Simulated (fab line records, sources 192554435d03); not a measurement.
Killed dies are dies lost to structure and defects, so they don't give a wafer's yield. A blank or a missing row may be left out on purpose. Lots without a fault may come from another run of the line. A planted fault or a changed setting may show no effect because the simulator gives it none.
Which tool did it? | flow n5_finfet | 12 lots, 36 wafers sampled, at 1 step of a route of 1938

WHAT THE GAUGES READ, wafer by wafer
N5_BEOL_M7_CD_MEAS_35: target cd 40 nm.
lot  | measured     | on        | cd_nm (nm)
L077 | day 12 22:36 | cd_sem-03 | 39.4 40.8 39.8
L076 | day 13 10:35 | cd_sem-02 | 40.3 40.2 40.8
L078 | day 13 19:32 | cd_sem-02 | 41.8 40.8 41.1
L079 | day 14 04:38 | cd_sem-02 | 41.0 38.8 40.2
L081 | day 15 01:30 | cd_sem-02 | 40.3 40.6 39.0
L083 | day 15 03:46 | cd_sem-03 | 40.4 40.0 39.7
L090 | day 16 10:40 | cd_sem-02 | 39.5 38.9 40.4
L088 | day 17 00:14 | cd_sem-03 | 39.8 40.7 39.6
L091 | day 17 05:33 | cd_sem-03 | 41.1 40.8 41.0
L094 | day 17 08:54 | cd_sem-02 | 40.1 38.8 39.2
L093 | day 18 05:37 | cd_sem-03 | 40.2 39.2 40.2
L097 | day 18 20:29 | cd_sem-02 | 39.2 39.4 39.4

WHICH TOOL RAN EACH LOT (tool, then ch and the chambers of the sampled wafers, then the start)
The record holds no process step before these readings.

THE ANSWER, worked out from the rows above alone
Rule: what is usual is taken from the lots themselves. Put in order of their means at a reading, lots are off if they are a third of the lots or fewer, leave a main group of 4 or more, and stand apart from it by a gap of 3 or more times the standard deviation of the main group's means; of several such gaps the widest counts. A main group whose means are all the same, to the digits that the tables above print for the reading, isn't used. A lot without any number at a reading at which 4 lots or more have one is off too. The other lots that the step has rows for count as sound.
No lot is off at any reading shown: from this, nothing can be told.

WHAT THE SIMULATOR HAD PUT IN
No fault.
